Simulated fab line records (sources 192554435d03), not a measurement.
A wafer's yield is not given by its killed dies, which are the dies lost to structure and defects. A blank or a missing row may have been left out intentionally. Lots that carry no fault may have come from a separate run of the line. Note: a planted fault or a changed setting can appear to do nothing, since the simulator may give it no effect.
Chamber matching    flow n5Finfet    rieDiel-04 running N5_BEOL_M6_ETCH_65: 4 sister chambers
The step etches SiARC in CF4, target depth 15.6 nm, time 26 s. 20 wafers are shown with their chamber, then 10 later ones without.

WAFERS, EACH WITH ITS CHAMBER
wafer   chamber  showerheadPlenumPTorr (Torr)  drypumpMotorCurrentA (A)  throttleValvePct (%)
L079.1  1        2.10                          6.0                       15.46
L079.4  3        2.26                          6.0                       15.49
L079.6  2        2.07                          5.8                       15.62
L080.1  1        2.10                          5.9                       15.44
L080.3  0        2.11                          6.5                       15.39
L080.6  0        2.11                          6.5                       15.37
L084.3  2        2.07                          5.9                       15.62
L084.5  2        2.07                          5.9                       15.63
L084.6  3        2.25                          6.1                       15.51
L085.2  2        2.07                          5.8                       15.63
L085.4  1        2.09                          5.9                       15.48
L085.6  1        2.09                          5.9                       15.48
L086.1  2        2.07                          5.8                       15.63
L086.2  3        2.25                          6.0                       15.53
L086.4  0        2.11                          6.5                       15.41
L087.2  0        2.11                          6.5                       15.41
L087.5  1        2.09                          5.9                       15.49
L087.6  0        2.11                          6.5                       15.42
L093.1  1        2.09                          5.9                       15.53
L093.4  3        2.25                          6.0                       15.56

SIGNATURES (averages over the wafers above)
reading                chamber 0  chamber 1  chamber 2  chamber 3  scatter within a chamber
showerheadPlenumPTorr  2.1100     2.0933     2.0700     2.2525     0.00361
drypumpMotorCurrentA   6.500      5.917      5.840      6.025      0.0417
throttleValvePct       15.4000    15.4800    15.6260    15.5225    0.0237
Rule: for each reading, subtract the chamber's mean from the wafer's reading, divide by that reading's scatter and square the result; add these up over the readings and take the root, which gives the wafer's distance from the chamber. If the next closest chamber is less than 2 further off than the closest, the wafer can't be placed; otherwise it belongs to the closest. The scatter is the square root of a quotient: the sum, over the shown wafers, of each reading's squared deviation from its chamber's mean, divided by wafers minus chambers.

WAFERS MISSING THEIR CHAMBER
wafer   showerheadPlenumPTorr (Torr)  drypumpMotorCurrentA (A)  throttleValvePct (%)
L093.5  2.10                          6.5                       15.43
L094.2  2.25                          6.0                       15.57
L094.3  2.10                          6.5                       15.44
L094.4  2.09                          5.9                       15.52
L095.1  2.24                          6.0                       15.57
L095.3  2.06                          5.8                       15.67
L095.4  2.09                          6.0                       15.53
L096.2  2.09                          5.9                       15.53
L096.3  2.24                          6.0                       15.58
L096.6  2.06                          5.8                       15.68

THE CHAMBER EACH PASSED THROUGH
wafer   from the rows above  in truth
L093.5  0                    0
L094.2  3                    3
L094.3  0                    0
L094.4  1                    1
L095.1  3                    3
L095.3  2                    2
L095.4  1                    1
L096.2  1                    1
L096.3  3                    3
L096.6  2                    2
10 of 10 placed correctly. Can't be placed from these rows: 0. Number placed wrongly: 0.
